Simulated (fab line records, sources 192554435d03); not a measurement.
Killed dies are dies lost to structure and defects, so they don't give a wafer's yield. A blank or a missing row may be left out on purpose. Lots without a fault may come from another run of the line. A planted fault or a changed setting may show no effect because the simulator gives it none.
A struck lot beside a sound one | flow n5_finfet | 17 steps out of a route of 1938
Sound: wafers L936.1, L936.3, L936.4. Struck: wafers L947.1, L947.4, L947.6. The cause comes at the end.
At each step with rows: each side's tool, then ch and its chambers, then its first start. Under that, the readings that differ: sound wafers | struck wafers | difference of the means | sigmas: that difference in standard deviations of wafers without a fault.
alike: readings whose means differ by less than 2 such deviations, and words and numbers that are the same on both sides. not compared: withheld readings, readings that some wafer has no value for, bounds like >300 that may hide the same value, and numbers for which the record gives no deviation and whose values overlap.
The two part at a step that has a row with sigmas, a row that says differs or no value, or rows on one side only. Numbers that don't overlap but have no deviation are shown without sigmas and don't part them. A reading that every wafer of one side lacks parts them only if that side has two wafers or more.

N5_BEOL_M0_CUTY_OVL_MEAS_58:
  sound on overlay-02 ch 0, day 6 17:51; struck on overlay-01 ch 0, day 9 17:16
  alike: M0_ABLK_OVL
N5_BEOL_M0_CUTY_INSPECT_59: inspects for defects (macro).
  sound on defect_inspect-01, day 6 17:52; struck on defect_inspect-02, day 9 17:18
  alike: raw_defect_count
N5_BEOL_M0_CUTY_DESCUM_61: chemistry O2, time 7.9 s.
  sound on rie_diel-02 ch 1,2,3, day 6 18:01; struck on rie_diel-03 ch 1,3, day 9 17:28
  alike: bias_power_w, drypump_motor_current_A, oes_product_au, rf_vpp_V, showerhead_plenum_p_Torr, temp_c, throttle_valve_pct
  not compared: rf_hours_counter_h
then, 4 steps without rows for these wafers: N5_BEOL_M0_CUTY_ETCH_62 (etches SiARC in CF4, time 58.5 s); N5_BEOL_M0_CUTY_ETCH_63 (etches SOC in N2/H2, target depth 82.7 nm, overetch 16.5 nm, time 124 s); N5_BEOL_M0_CUTY_STRIP_64 (strips in N2/H2); N5_BEOL_M0_ETCH_138 (etches SiCN in CH3F/O2, target depth 12 nm, time 31.6 s).
N5_BEOL_M0_HM_OPEN_105: chemistry Cl2/BCl3, target TiN, target depth 12 nm.
  sound on rie_metal-03 ch 1, day 6 20:37; struck on rie_metal-01 ch 0,1, day 9 17:55
  reading                | sound             | struck            | difference | sigmas
  throttle_valve_pct (%) | 21.58 21.59 21.59 | 22.19 22.18 21.88 | +0.50      | +2
  alike: bias_w, drypump_motor_current_A, oes_product_au
  not compared: rf_hours_counter_h
N5_BEOL_M0_STRIP_140: strips in CF4.
  sound on rie_diel-03 ch 1,2,3, day 6 20:58; struck on rie_diel-03 ch 0,2,3, day 9 18:05
  alike: bias_power_w, drypump_motor_current_A, oes_product_au, rf_vpp_V, showerhead_plenum_p_Torr, throttle_valve_pct
  not compared: rf_hours_counter_h
N5_BEOL_M0_STRIP_104: strips in N2/H2.
  sound on rie_diel-03 ch 1,2,3, day 6 20:59; struck on rie_diel-03 ch 0,2,3, day 9 18:07
  alike: bias_power_w, drypump_motor_current_A, oes_product_au, rf_vpp_V, showerhead_plenum_p_Torr, temp_c, throttle_valve_pct
  not compared: rf_hours_counter_h
then, 1 step without rows for these wafers: N5_BEOL_M0_WET_ETCH_106 (etches SiO2 in DHF, target depth 130 nm, rinse time 30 s).
N5_BEOL_M0_ETCH_128: etches SiCN in CF4/N2, target depth 12 nm, overetch 5.1 nm, time 21.4 s.
  sound on rie_diel-02 ch 0,2,3, day 6 21:06; struck on rie_diel-03 ch 0,2,3, day 9 18:14
  alike: bias_w, drypump_motor_current_A, oes_product_au, rf_fwd_power_W, rf_vpp_V, showerhead_plenum_p_Torr, throttle_valve_pct
  not compared: rf_hours_counter_h
N5_BEOL_M0_TRENCH_ETCH_107: etches SiOC in C4F6/O2, target depth 32.8 nm, time 16.4 s.
  sound on rie_diel-02 ch 0,2,3, day 6 21:08; struck on rie_diel-03 ch 0,2,3, day 9 18:17
  reading                             | sound             | struck            | difference | sigmas
  oes_f_703_au (a.u.)                 | 0.77 0.72 0.96    | 1.09 0.96 1.07    | +0.22      | +4
  oes_o_777_au (a.u.)                 | 0.79 0.72 0.95    | 1.07 0.93 1.04    | +0.19      | +3
  rf_fwd_power_W (W)                  | 350.4 347.5 347.8 | 434.5 434.1 433.4 | +85.4      | +50
  rf_vpp_V (V)                        | 660 661 639       | 591 592 608       | -56        | -4
  model.BEOL_M0.feature_depth_nm (nm) | 32.6 31.8 33      | 36 35.6 35.2      | +3         |
  alike: C4F6_flow_sccm, bias_w, drypump_motor_current_A, oes_product_au, showerhead_plenum_p_Torr, throttle_valve_pct
  not compared: rf_hours_counter_h
then, 1 step without rows for these wafers: N5_BEOL_M0_STRIP_142 (strips in N2/H2, time 10 s).
N5_BEOL_M0_OCD_MEAS_108:
  sound on ocd-02, day 6 21:15; struck on ocd-02, day 9 18:23
  reading              | sound          | struck         | difference | sigmas
  trench_depth_nm (nm) | 32.3 31.8 33.4 | 36.1 35.1 35.3 | +3.0       | +4
then, 1 step without rows for these wafers: N5_BEOL_M0_HM_STRIP_129 (strips TiN in peroxide tin strip, target depth 17 nm, time 108 s).
-- the record jumps here: 2 days lie between the struck wafers' starts before and after (it left off in module BEOL_M0 and takes up again in module BEOL_M4, whose first step shown is number 1111 of the route) --
N5_BEOL_M4_RC_MEAS_101:
  sound on prober-01 ch 0, day 9 17:58; struck on prober-01 ch 0, day 11 23:56
  alike: DIBL_N, DIBL_P, IOFF_N, IOFF_P, ION_N, ION_P, SS_N, SS_P, VT_N, VT_P

WHERE THEY PART
First at N5_BEOL_M0_HM_OPEN_105; last, within this record, at N5_BEOL_M0_OCD_MEAS_108. Later steps at which nothing parts them and some readings are alike: N5_BEOL_M4_RC_MEAS_101.

WHY: what the simulator had put in
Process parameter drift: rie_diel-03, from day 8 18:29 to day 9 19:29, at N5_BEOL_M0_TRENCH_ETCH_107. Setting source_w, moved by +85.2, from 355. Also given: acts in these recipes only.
